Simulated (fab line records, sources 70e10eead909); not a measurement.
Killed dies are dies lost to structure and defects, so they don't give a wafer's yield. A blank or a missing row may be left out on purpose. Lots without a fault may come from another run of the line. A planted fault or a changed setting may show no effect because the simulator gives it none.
fab line records | flow nand_harc
record lots=24 wafers=72 last_day=33
route steps=1302 shown A_M0@1151 A_M1@1183 A_BONDPAD@1202
lots that met no fault: from a run of the same line without faults
start_h: hours from the record's first day to the start of the lot's first wafer shown | wait_h: hours since the lot's step before | " the same as in the row above | L1.1+2: a row that stands for several wafers | - no value, or no start given | * or withheld: withheld | < > ~ a bound
route shown NAME@n: a module of which the file shows steps, and the number in the route of the first | usual: mean/standard deviation of fault-free wafers | same: alike in all rows | chamber/n: place in a boat | sites: the reading at each site | _std_site: their standard deviation | _edge_site: outer sites' mean less inner sites' | radius_mm: how far each site lies from the wafer's centre | mask NAME#n: copy n | behind: the tool/chamber that last shaped the wafer | hold: why the lot was held/for how many hours/how that ended | device: the transistor (n, p or np) that didn't switch | end of line: the same wafers' tests at the end of the route | a step without rows: its recipe alone | killed: dies lost to structure and defects at the first sort, not the wafer's yield | map: a wafer's dies, x killed, . not, _ none there
set.NAME: the setting as run; set.NAME@STEP: as run at that earlier step | model.NAME: the simulator's own value behind a step, which no gauge read
steps of the route over a sample of lots; a table a step, a row a wafer
services: from which hour (start_h, from the record's first day; less than 0 if before it) a tool's chamber was out of use, for how many hours, and why
## steps
# step NHARC_A_M0_ETCH_34
# recipe target_depth_a=400 overetch_a=120 time_s=43.94 ion_energy_ev=200 n2_flow_sccm=150 h2_flow_sccm=150 ar_flow_sccm=0 rf_w=400 bias_w=150 chemistry=N2/H2
# usual drypump_motor_current_A=5.8/0.51 mfc_ar_sccm=0.007/0.013 oes_product_au=0.999/0.008 rf_vpp_V=431.2/2.3 showerhead_plenum_p_Torr=2.07/0.078 throttle_valve_pct=14.172/0.0092
# columns lot.wafer tool chamber start_h wait_h drypump_motor_current_A mfc_ar_sccm oes_product_au rf_hours_counter_h rf_vpp_V showerhead_plenum_p_Torr throttle_valve_pct
L075.2 rie_diel-06 0 502.73 0.1 5.8 0 1.000 1.1 429.3 2.03 14.176
L075.1 " 1 " " 5.4 0.001 0.996 1.5 431.7 2.11 14.178
L075.3 " 2 " " 6.4 0 0.992 1.4 434.0 2.19 14.166
L076.1 rie_diel-08 2 513.65 0.1 6.0 0.022 1.001 5.9 434.1 2.14 14.167
L076.3 " 3 " " 6.5 0 0.993 6.6 427.8 1.94 14.171
L076.5 " 0 " " 5.0 0.038 1.006 - 430.6 2.03 14.158
L077.3 rie_diel-12 3 515.02 0.1 6.3 0.004 1.009 4.9 431.5 2.06 14.180
L077.6 " 0 " " 6.6 0 1.016 - 428.8 1.99 14.173
L077.5 " 1 " " 5.7 0 1.023 - 428.7 1.98 14.173
L074.4 rie_diel-12 3 516.47 0.1 6.3 0.004 0.997 4.9 432.0 2.06 14.173
L074.3 " 0 " " 6.6 0 1.008 5.0 428.7 1.99 14.167
L074.5 " 2 " " 5.8 0.020 0.998 - 431.7 2.09 14.171
L078.1 rie_diel-08 3 546.11 0.1 6.5 0 0.983 1.1 428.3 1.94 14.161
L078.2 " 1 " " 5.2 0.004 0.999 1.1 435.5 2.18 14.184
L078.5 " 0 " " 5.0 0.038 0.998 - 430.5 2.03 14.191
L080.3 rie_diel-06 2 549.06 0.1 6.4 0 1.004 3.7 434.1 2.19 14.169
L080.6 " 3 " " 5.6 0 0.995 - 431.8 2.08 14.174
L080.5 " 0 " " 5.8 0 0.999 - 430.6 2.03 14.177
L079.1 rie_diel-08 3 549.97 0.1 6.4 0 0.987 1.1 427.7 1.94 14.160
L079.3 " 2 " " 5.9 0.022 0.989 0.9 432.3 2.14 14.178
L079.6 " 3 " " 6.5 0 0.977 - 426.2 1.94 14.174
L081.1 rie_diel-08 3 581.96 0.1 6.5 0 0.988 2.5 428.8 1.94 14.171
L081.4 " 2 " " 5.9 0.022 1.001 2.3 432.4 2.14 14.171
L081.6 " 0 " " 5.0 0.038 0.992 - 430.8 2.03 14.173
L082.2 rie_diel-06 2 581.99 0.1 6.4 0 0.997 5.2 434.2 2.19 14.166
L082.4 " 0 " " 5.8 0 0.997 5.2 430.7 2.03 14.175
L082.3 " 1 " " 5.4 0.001 1.004 5.5 432.5 2.11 14.171
L083.1 rie_diel-06 3 597.73 0.1 5.6 0 1.000 6.5 433.4 2.08 14.174
L083.2 " 2 " " 6.4 0 1.003 5.5 434.7 2.19 14.182
L083.6 " 1 " " 5.4 0.001 1.012 - 431.5 2.11 14.167
L084.1 rie_diel-08 2 598.84 0.1 6.0 0.022 0.993 3.1 433.3 2.14 14.153
L084.2 " 3 " " 6.5 0 0.989 3.2 428.8 1.94 14.189
L084.4 " 1 " " 5.2 0.004 0.996 3.1 434.8 2.18 14.171
L085.2 rie_diel-08 2 602.58 0.1 5.9 0.022 0.998 3.3 431.9 2.14 14.177
L085.4 " 0 " " 5.0 0.038 1.003 3.3 430.9 2.03 14.169
L085.6 " 2 " " 6.0 0.022 0.993 - 432.5 2.14 14.161
L086.1 rie_diel-08 1 608.70 0.1 5.2 0.004 0.995 3.4 434.7 2.18 14.188
L086.2 " 3 " " 6.4 0 0.985 3.7 427.9 1.94 14.177
L086.6 " 2 " " 5.9 0.022 0.978 - 432.0 2.14 14.187
L087.1 rie_diel-12 3 616.91 0.1 6.3 0.004 0.998 0.9 429.4 2.06 14.185
L087.2 " 0 " " 6.7 0 0.995 0.9 427.6 1.99 14.143
L087.5 " 1 " " 5.7 0 1.017 - 429.0 1.97 14.187
L088.3 rie_diel-06 2 634.13 0.1 6.4 0 1.001 7.2 434.0 2.19 14.182
L088.4 " 3 " " 5.6 0 1.007 8.1 431.0 2.08 14.180
L088.5 " 2 " " 6.4 0 1.001 - 434.6 2.19 14.185
L089.1 rie_diel-12 3 643.94 0.1 6.3 0.004 1.003 2.6 430.9 2.06 14.182
L089.4 " 1 " " 5.7 0 0.998 2.5 428.1 1.97 14.166
L089.5 " 3 " " 6.3 0.004 0.996 - 431.1 2.06 14.159
L090.2 rie_diel-12 1 651.91 0.1 5.7 0 1.001 2.6 428.4 1.97 14.170
L090.1 " 2 " " 5.8 0.020 1.004 1.3 430.4 2.09 14.169
L090.5 " 0 " " 6.6 0 1.004 - 428.3 1.99 14.181
L091.1 rie_diel-08 1 655.95 0.1 5.2 0.004 0.996 4.4 435.0 2.18 14.190
L091.5 " 3 " " 6.5 0 0.989 - 427.3 1.94 14.176
L091.6 " 0 " " 5.0 0.038 1.000 - 429.7 2.03 14.177
L093.2 rie_diel-12 3 671.25 0.1 6.3 0.004 1.000 4.7 428.6 2.06 14.167
L093.5 " 1 " " 5.7 0 1.005 - 427.2 1.97 14.185
L093.6 " 2 " " 5.8 0.020 1.016 - 431.8 2.09 14.163
L092.1 rie_diel-06 0 672.06 0.1 5.8 0 0.995 1.7 430.1 2.03 14.155
L092.2 " 1 " " 5.4 0.001 1.000 1.3 431.4 2.11 14.177
L092.5 " 0 " " 5.8 0 1.010 - 430.5 2.03 14.151
L095.3 rie_diel-06 3 700.95 0.1 5.6 0 1.004 2.5 431.7 2.08 14.171
L095.2 " 2 " " 6.4 0 1.005 2.0 433.7 2.19 14.165
L095.6 " 3 " " 5.6 0 0.998 - 431.7 2.08 14.160
L094.2 rie_diel-06 2 702.28 0.1 6.4 0 0.998 2.2 433.8 2.19 14.178
L094.1 " 3 " " 5.6 0 0.995 2.7 433.0 2.08 14.174
L094.6 " 3 " " 5.6 0 1.001 - 432.7 2.08 14.168
L097.1 rie_diel-08 3 727.05 0.1 6.5 0 0.992 0.6 426.5 1.94 14.169
L097.3 " 0 " " 5.1 0.038 1.005 0.5 430.1 2.03 14.168
L097.6 " 0 " " 5.1 0.038 0.992 - 429.8 2.03 14.186
L096.3 rie_diel-06 2 731.98 0.1 6.4 0 1.002 4.3 434.7 2.18 14.168
L096.1 " 0 " " 5.8 0 0.997 3.6 430.1 2.03 14.153
L096.4 " 1 " " 5.4 0.001 0.997 3.5 431.5 2.11 14.170
# step NHARC_A_M1_ETCH_35
# recipe target_depth_a=400 overetch_a=120 time_s=43.94 ion_energy_ev=200 n2_flow_sccm=150 h2_flow_sccm=150 ar_flow_sccm=0 rf_w=400 bias_w=150 chemistry=N2/H2
# usual drypump_motor_current_A=5.7/0.36 mfc_ar_sccm=0.003/0.0082 oes_product_au=1.002/0.0074 rf_vpp_V=431.3/2.4 showerhead_plenum_p_Torr=2.07/0.085 throttle_valve_pct=14.172/0.0086
# columns lot.wafer tool chamber start_h wait_h drypump_motor_current_A mfc_ar_sccm oes_product_au rf_hours_counter_h rf_vpp_V showerhead_plenum_p_Torr throttle_valve_pct
L075.3 rie_diel-01 2 506.79 0.1 5.6 0 0.995 3.9 431.3 2.04 14.170
L075.2 " 3 " " 5.6 0 0.989 3.8 429.0 1.96 14.167
L075.1 " 1 " " 5.1 0 0.995 3.6 427.8 1.94 14.183
L076.3 rie_diel-10 0 517.56 0.1 6.2 0 0.997 6.0 432.3 2.15 14.168
L076.1 " 2 " " 6.1 0.001 1.005 6.4 426.8 1.94 14.174
L076.5 " 0 " " 6.2 0 1.005 - 432.3 2.15 14.157
L077.3 rie_diel-11 0 518.95 0.1 5.7 0 1.020 5.7 431.2 2.08 14.170
L077.6 " 2 " " 5.8 0 1.004 - 430.6 2.09 14.173
L077.5 " 3 " " 5.3 0.001 1.007 - 434.8 2.19 14.161
L074.4 rie_diel-10 3 520.39 0.1 5.7 0 1.009 6.0 433.9 2.19 14.162
L074.3 " 1 " " 5.0 0 1.004 6.8 430.3 2.02 14.166
L074.5 " 3 " " 5.8 0 1.009 - 433.6 2.19 14.163
L078.1 rie_diel-01 0 550.07 0.1 6.1 0 1.010 0.1 433.2 2.15 14.184
L078.2 " 2 " " 5.6 0 1.005 0.1 430.7 2.04 14.164
L078.5 " 2 " " 5.6 0 1.004 - 432.4 2.04 14.156
L080.3 rie_diel-01 0 553.10 0.1 6.1 0 0.995 0.6 434.1 2.15 14.168
L080.6 " 0 " " 6.1 0 1.005 - 433.2 2.15 14.177
L080.5 " 1 " " 5.1 0 0.996 - 427.1 1.94 14.163
L079.1 rie_diel-11 3 554.05 0.1 5.3 0.001 1.001 7.6 434.5 2.19 14.170
L079.3 " 0 " " 5.7 0 1.003 8.0 431.9 2.08 14.167
L079.6 " 2 " " 5.8 0 0.992 - 431.6 2.09 14.170
L081.1 rie_diel-10 3 586.00 0.1 5.8 0 1.018 0.2 434.7 2.19 14.171
L081.4 " 2 " " 6.1 0.001 1.008 0.2 428.6 1.94 14.178
L081.6 " 0 " " 6.2 0 1.016 - 433.3 2.14 14.168
L082.4 rie_diel-10 3 586.22 0.1 5.7 0 1.007 0.3 433.7 2.19 14.180
L082.3 " 0 " " 6.2 0 0.999 0.2 432.9 2.14 14.172
L082.2 " 2 " " 6.1 0.001 0.998 0.3 427.7 1.94 14.172
L083.2 rie_diel-10 3 601.71 0.1 5.8 0 0.999 0.7 435.1 2.19 14.166
L083.1 " 2 " " 6.1 0.001 0.986 0.7 427.8 1.94 14.174
L083.6 " 2 " " 6.1 0.001 1.005 - 427.9 1.94 14.170
L084.2 rie_diel-11 3 602.96 0.1 5.3 0.001 1.011 0.1 433.7 2.19 14.173
L084.1 " 0 " " 5.7 0 0.997 0.1 431.5 2.08 14.162
L084.4 " 0 " " 5.7 0 1.012 - 431.0 2.08 14.162
L085.2 rie_diel-01 0 606.69 0.1 6.1 0 1.005 2.8 432.9 2.15 14.178
L085.4 " 1 " " 5.1 0 0.994 2.6 427.1 1.94 14.161
L085.6 " 3 " " 5.6 0 1.000 - 429.3 1.96 14.171
L086.2 rie_diel-01 2 612.80 0.1 5.6 0 1.009 2.6 431.2 2.04 14.179
L086.1 " 3 " " 5.6 0 0.989 2.1 429.5 1.96 14.172
L086.6 " 3 " " 5.6 0 0.997 - 429.2 1.96 14.182
L087.1 rie_diel-11 2 621.01 0.1 5.8 0 0.996 0.1 433.1 2.09 14.179
L087.2 " 3 " " 5.3 0.001 0.991 1.6 434.4 2.19 14.168
L087.5 " 2 " " 5.8 0 0.996 - 431.4 2.09 14.173
L088.3 rie_diel-11 2 638.23 0.1 5.8 0 1.002 1.4 432.6 2.09 14.167
L088.4 " 2 " " 5.8 0 1.005 - 431.9 2.09 14.170
L088.5 " 3 " " 5.3 0.001 1.006 - 434.2 2.19 14.170
L089.1 rie_diel-11 3 648.03 0.1 5.3 0.001 1.010 3.8 433.7 2.19 14.175
L089.5 " 3 " " 5.3 0.001 1.004 - 435.3 2.19 14.185
L089.4 " 1 " " 6.0 0.026 0.998 - 430.7 2.03 14.167
L090.2 rie_diel-01 1 656.44 0.1 5.2 0 0.990 3.9 427.5 1.94 14.156
L090.1 " 2 " " 5.6 0 0.996 4.0 430.4 2.04 14.164
L090.5 " 0 " " 6.1 0 1.005 - 434.0 2.15 14.182
L091.1 rie_diel-01 0 660.42 0.1 6.1 0 1.004 4.1 434.5 2.15 14.158
L091.6 " 0 " " 6.1 0 0.991 - 434.1 2.15 14.177
L091.5 " 1 " " 5.1 0 0.999 - 426.9 1.94 14.178
L093.2 rie_diel-10 0 675.32 0.1 6.2 0 1.011 4.3 432.4 2.14 14.165
L093.6 " 1 " " 5.0 0 0.997 - 431.9 2.02 14.181
L093.5 " 2 " " 6.1 0.001 0.993 - 428.2 1.94 14.167
L092.2 rie_diel-01 2 676.15 0.1 5.6 0 1.002 4.3 430.0 2.04 14.174
L092.1 " 3 " " 5.6 0 0.988 3.8 426.3 1.96 14.173
L092.5 " 1 " " 5.1 0 0.987 - 428.5 1.94 14.179
L095.3 rie_diel-11 2 705.20 0.1 5.8 0 1.015 6.2 431.1 2.09 14.182
L095.2 " 0 " " 5.7 0 0.993 2.2 431.3 2.08 14.170
L095.6 " 1 " " 6.0 0.026 1.004 - 429.4 2.02 14.170
L094.1 rie_diel-11 0 706.26 0.1 5.7 0 0.996 2.2 431.6 2.08 14.160
L094.2 " 2 " " 5.8 0 1.007 6.3 431.4 2.09 14.174
L094.6 " 0 " " 5.7 0 1.004 - 431.7 2.08 14.187
L097.3 rie_diel-01 3 731.29 0.1 5.6 0 1.006 0.5 427.0 1.96 14.174
L097.1 " 0 " " 6.1 0 1.004 0.6 433.7 2.15 14.173
L097.6 " 1 " " 5.1 0 1.004 - 428.9 1.94 14.178
L096.1 rie_diel-11 0 736.03 0.1 5.7 0 1.001 3.0 432.2 2.08 14.167
L096.4 " 2 " " 5.8 0 1.000 7.7 432.2 2.08 14.163
L096.3 " 3 " " 5.3 0.001 1.009 9.1 434.9 2.18 14.185
# step NHARC_A_M1_CD_MEAS_16
# usual cd_nm=120.1/0.59
# columns lot.wafer tool chamber start_h wait_h cd_nm
L075.1 cd_sem-02 - 507.01 - 120.3
L075.2 " - " " 119.3
L075.3 " - " " 120.5
L076.1 cd_sem-02 - 517.78 - 120.0
L076.3 " - " " 121.0
L076.5 " - " " 121.2
L077.3 cd_sem-03 - 519.17 - 120.2
L077.5 " - " " 120.2
L077.6 " - " " 119.8
L074.3 cd_sem-03 - 520.62 - 120.0
L074.4 " - " " 120.0
L074.5 " - " " 120.3
L078.1 cd_sem-02 - 550.31 - 120.5
L078.2 " - " " 119.4
L078.5 " - " " 119.7
L080.3 cd_sem-03 - 553.35 - 120.7
L080.5 " - " " 120.2
L080.6 " - " " 120.9
L079.1 cd_sem-02 - 554.25 - 119.4
L079.3 " - " " 119.5
L079.6 " - " " 119.6
L081.1 cd_sem-02 - 586.22 - 120.6
L081.4 " - " " 119.8
L081.6 " - " " 119.8
L082.2 cd_sem-02 - 586.58 - 120.3
L082.3 " - " " 121.1
L082.4 " - " " 120.3
L083.1 cd_sem-02 - 601.95 - 119.5
L083.2 " - " " 119.6
L083.6 " - " " 120.6
L084.1 cd_sem-01 - 603.22 - 120.2
L084.2 " - " " 119.4
L084.4 " - " " 120.3
L085.2 cd_sem-01 - 606.90 - 120.3
L085.4 " - " " 120.5
L085.6 " - " " 121.7
L086.1 cd_sem-01 - 613.02 - 121.1
L086.2 " - " " 120.2
L086.6 " - " " 119.4
L087.1 cd_sem-03 - 621.23 - 119.7
L087.2 " - " " 120.9
L087.5 " - " " 120.5
L088.3 cd_sem-03 - 638.48 - 120.8
L088.4 " - " " 121.1
L088.5 " - " " 120.5
L089.1 cd_sem-01 - 648.27 - 118.8
L089.4 " - " " 119.6
L089.5 " - " " 118.7
L090.1 cd_sem-02 - 656.65 - 119.5
L090.2 " - " " 119.3
L090.5 " - " " 119.8
L091.1 cd_sem-01 - 660.63 - 120.2
L091.5 " - " " 119.4
L091.6 " - " " 120.3
L093.2 cd_sem-03 - 675.52 - 120.1
L093.5 " - " " 120.2
L093.6 " - " " 120.0
L092.1 cd_sem-03 - 676.35 - 120.3
L092.2 " - " " 119.8
L092.5 " - " " 120.0
L095.2 cd_sem-03 - 705.42 - 120.0
L095.3 " - " " 120.5
L095.6 " - " " 119.1
L094.1 cd_sem-01 - 706.47 - 119.5
L094.2 " - " " 119.9
L094.6 " - " " 119.0
L097.1 cd_sem-02 - 731.50 - 120.4
L097.3 " - " " 120.7
L097.6 " - " " 120.3
L096.1 cd_sem-02 - 736.25 - 119.8
L096.3 " - " " 120.0
L096.4 " - " " 119.9
# step NHARC_A_M1_DEGAS_29
# recipe temp_c=250 time_s=60
# usual heater_power_w=325/39
# columns lot.wafer tool chamber start_h wait_h heater_power_w
L075.2 pvd_sputter-01 - 507.72 - 309
L075.3 " - " " 380
L075.1 " - " " 310
L076.1 pvd_sputter-03 - 518.49 - 257
L076.3 " - " " 391
L076.5 " - " " 265
L077.3 pvd_sputter-01 - 519.91 - 322
L077.6 " - " " 300
L077.5 " - " " 324
L074.4 pvd_sputter-03 - 521.33 - 311
L074.3 " - " " 262
L074.5 " - " " 382
L078.1 pvd_sputter-02 - 551.04 - 273
L078.2 " - " " 342
L078.5 " - " " 281
L080.3 pvd_sputter-02 - 554.08 - 328
L080.5 " - " " 278
L080.6 " - " " 323
L079.3 pvd_sputter-03 - 554.99 - 385
L079.1 " - " " 320
L079.6 " - " " 364
L081.1 pvd_sputter-02 - 586.94 - 325
L081.4 " - " " 336
L081.6 " - " " 279
L082.4 pvd_sputter-01 - 587.30 - 306
L082.3 " - " " 315
L082.2 " - " " 401
L083.2 pvd_sputter-02 - 602.72 - 305
L083.1 " - " " 282
L083.6 " - " " 300
L084.4 pvd_sputter-02 - 603.93 - 276
L084.2 " - " " 298
L084.1 " - " " 336
L085.2 pvd_sputter-03 - 607.69 - 263
L085.4 " - " " 314
L085.6 " - " " 269
L086.2 pvd_sputter-01 - 613.80 - 328
L086.1 " - " " 296
L086.6 " - " " 325
L087.1 pvd_sputter-01 - 621.95 - 328
L087.2 " - " " 300
L087.5 " - " " 393
L088.4 pvd_sputter-03 - 639.20 - 380
L088.3 " - " " 316
L088.5 " - " " 261
L089.4 pvd_sputter-03 - 649.00 - 392
L089.1 " - " " 322
L089.5 " - " " 371
L090.2 pvd_sputter-03 - 657.37 - 318
L090.1 " - " " 367
L090.5 " - " " 383
L091.1 pvd_sputter-02 - 661.36 - 341
L091.5 " - " " 341
L091.6 " - " " 268
L093.2 pvd_sputter-02 - 676.30 - 334
L093.6 " - " " 268
L093.5 " - " " 337
L092.2 pvd_sputter-03 - 677.07 - 372
L092.1 " - " " 271
L092.5 " - " " 265
L095.2 pvd_sputter-02 - 706.15 - 314
L095.3 " - " " 344
L095.6 " - " " 270
L094.1 pvd_sputter-01 - 707.18 - 340
L094.2 " - " " 312
L094.6 " - " " 332
L097.3 pvd_sputter-03 - 732.22 - 327
L097.1 " - " " 293
L097.6 " - " " 320
L096.4 pvd_sputter-03 - 736.98 - 318
L096.3 " - " " 291
L096.1 " - " " 366
# step NHARC_A_BONDPAD_DEP_00
# recipe target_thk_a=2500 temp_c=370 target_thk_nm=250 pressure_torr=3 flow_sccm=200 rf_w=450 material=SiCN
# usual heater_power_outer_w=310/50 heater_power_w=555/67
# columns lot.wafer tool chamber start_h wait_h heater_power_outer_w heater_power_w
L075.3 pecvd-03 2 - - 230 455
L075.1 " 0 " " 269 495
L075.2 " 1 " " 386 609
L076.1 pecvd-03 2 520.78 - 248 501
L076.3 " 0 " " 285 508
L076.5 " 2 " " 249 503
L077.3 pecvd-01 0 522.20 - 323 552
L077.6 " 2 " " 327 550
L077.5 " 1 " " 288 545
L074.3 pecvd-04 0 523.67 - 281 511
L074.5 " 2 " " 298 593
L074.4 " 0 " " 297 524
L078.1 pecvd-04 0 553.29 - 302 559
L078.2 " 2 " " 330 639
L078.5 " 0 " " 310 568
L080.3 pecvd-03 1 556.41 - 310 501
L080.5 " 0 " " 331 578
L080.6 " 1 " " 324 517
L079.3 pecvd-04 2 557.27 - 346 659
L079.1 " 0 " " 311 552
L079.6 " 2 " " 357 680
L081.1 pecvd-01 1 589.24 - 319 601
L081.4 " 0 " " 340 578
L081.6 " 2 " " 302 509
L082.3 pecvd-01 2 589.54 - 345 577
L082.2 " 0 " " 301 520
L082.4 " 0 " " 303 517
L083.2 pecvd-04 1 605.03 - 360 614
L083.1 " 2 " " 350 669
L083.6 " 0 " " 304 542
L084.1 pecvd-04 1 606.27 - 395 642
L084.2 " 2 " " 364 703
L084.4 " 1 " " 400 637
L085.2 pecvd-03 2 - - 242 498
L085.4 " 1 " " 357 548
L085.6 " 2 " " 250 491
L086.1 pecvd-03 1 - - 310 513
L086.2 " 2 " " 260 512
L086.6 " 0 " " 245 484
L087.2 pecvd-04 2 624.19 - 337 664
L087.1 " 0 " " 331 584
L087.5 " 1 " " 330 560
L088.3 pecvd-01 2 - - 325 544
L088.4 " 2 " " 334 565
L088.5 " 0 " " 343 576
L089.1 pecvd-04 0 651.23 - 298 552
L089.4 " 1 " " 379 613
L089.5 " 2 " " 373 715
L090.1 pecvd-03 1 - - 292 469
L090.2 " 0 " " 271 512
L090.5 " 1 " " 295 482
L091.1 pecvd-04 0 663.65 - 255 501
L091.5 " 0 " " 263 529
L091.6 " 1 " " 369 606
L093.2 pecvd-03 2 678.60 - 204 447
L093.5 " 1 " " 272 448
L093.6 " 0 " " 317 576
L092.1 pecvd-03 0 679.36 - 252 469
L092.2 " 2 " " 240 483
L092.5 " 0 " " 256 498
L095.3 pecvd-04 1 708.46 - 379 623
L095.2 " 2 " " 302 633
L095.6 " 1 " " 387 629
L094.1 pecvd-04 2 709.43 - 353 666
L094.2 " 1 " " 342 556
L094.6 " 0 " " 305 573
L097.3 pecvd-01 1 - - 305 592
L097.1 " 0 " " 312 542
L097.6 " 0 " " 320 564
L096.3 pecvd-03 2 739.62 - 237 491
L096.1 " 0 " " 244 470
L096.4 " 0 " " 257 470
# step NHARC_A_BONDPAD_CD_MEAS_13
# usual cd_nm=499.8/1.4
# columns lot.wafer tool chamber start_h wait_h cd_nm
L075.1 cd_sem-02 - 511.63 - 500.7
L075.2 " - " " 499.3
L075.3 " - " " 500.7
L076.1 cd_sem-03 - 522.49 - 500.0
L076.3 " - " " 500.0
L076.5 " - " " 500.7
L077.3 cd_sem-02 - 523.84 - 499.2
L077.5 " - " " 500.3
L077.6 " - " " 501.1
L074.3 cd_sem-03 - 525.34 - 499.0
L074.4 " - " " 499.9
L074.5 " - " " 499.5
L078.1 cd_sem-02 - 554.92 - 498.2
L078.2 " - " " 498.2
L078.5 " - " " 497.0
L080.3 cd_sem-02 - 558.07 - 502.4
L080.5 " - " " 499.1
L080.6 " - " " 499.6
L079.1 cd_sem-02 - 558.99 - 501.2
L079.3 " - " " 497.8
L079.6 " - " " 500.5
L081.1 cd_sem-01 - 590.96 - 498.4
L081.4 " - " " 499.5
L081.6 " - " " 500.1
L082.2 cd_sem-02 - 591.30 - 496.9
L082.3 " - " " 498.7
L082.4 " - " " 500.6
L083.1 cd_sem-02 - 606.62 - 498.1
L083.2 " - " " 499.6
L083.6 " - " " 500.5
L084.1 cd_sem-02 - 607.97 - 500.3
L084.2 " - " " 501.3
L084.4 " - " " 502.1
L085.2 cd_sem-03 - 611.68 - 500.3
L085.4 " - " " 497.3
L085.6 " - " " 500.5
L086.1 cd_sem-02 - 617.82 - 501.3
L086.2 " - " " 500.2
L086.6 " - " " 500.8
L087.1 cd_sem-01 - 625.83 - 500.7
L087.2 " - " " 500.7
L087.5 " - " " 499.2
L088.3 cd_sem-01 - 643.22 - 497.8
L088.4 " - " " 499.7
L088.5 " - " " 501.3
L089.1 cd_sem-01 - 652.86 - 502.4
L089.4 " - " " 500.5
L089.5 " - " " 501.9
L090.1 cd_sem-01 - 662.55 - 500.2
L090.2 " - " " 501.7
L090.5 " - " " 501.5
L091.1 cd_sem-02 - 665.36 - 498.3
L091.5 " - " " 500.3
L091.6 " - " " 496.4
L093.2 cd_sem-03 - 680.31 - 499.7
L093.5 " - " " 498.5
L093.6 " - " " 499.0
L092.1 cd_sem-01 - 681.11 - 501.8
L092.2 " - " " 502.4
L092.5 " - " " 500.2
L095.2 cd_sem-02 - 710.05 - 498.7
L095.3 " - " " 499.4
L095.6 " - " " 498.1
L094.1 cd_sem-01 - 711.15 - 500.5
L094.2 " - " " 499.8
L094.6 " - " " 499.2
L097.1 cd_sem-02 - 736.11 - 499.7
L097.3 " - " " 501.1
L097.6 " - " " 499.3
L096.1 cd_sem-02 - 741.21 - 502.1
L096.3 " - " " 499.4
L096.4 " - " " 499.1
## services
# columns tool chamber start_h hours kind
rie_diel-11 1 494.12 7.3 repair
pvd_sputter-03 - 502.00 10.0 pm
rie_diel-06 - 508.91 0.5 repair
rie_diel-08 - 520.80 9.0 pm
pecvd-03 - 523.28 13.0 pm
rie_diel-01 - 533.87 9.0 pm
rie_diel-06 1 535.57 6.8 repair
rie_diel-01 3 545.36 9.9 repair
pvd_sputter-03 - 546.45 0.7 repair
rie_diel-11 - 585.50 9.0 pm
rie_diel-06 0 585.90 14.8 repair
rie_diel-06 2 585.93 2.6 repair
rie_diel-06 3 588.93 5.8 repair
pecvd-04 - 595.98 1.0 repair
pvd_sputter-03 - 599.95 7.5 repair
rie_diel-11 2 600.99 13.4 repair
pecvd-04 - 607.23 13.0 pm
rie_diel-11 3 608.11 3.4 repair
pvd_sputter-03 - 629.89 4.8 repair
rie_diel-11 0 632.39 67.0 repair
rie_diel-01 3 633.70 3.9 repair
rie_diel-08 - 636.21 1.3 repair
pvd_sputter-03 - 680.00 10.0 pm
pvd_sputter-03 - 709.45 0.8 repair
## key
fault none
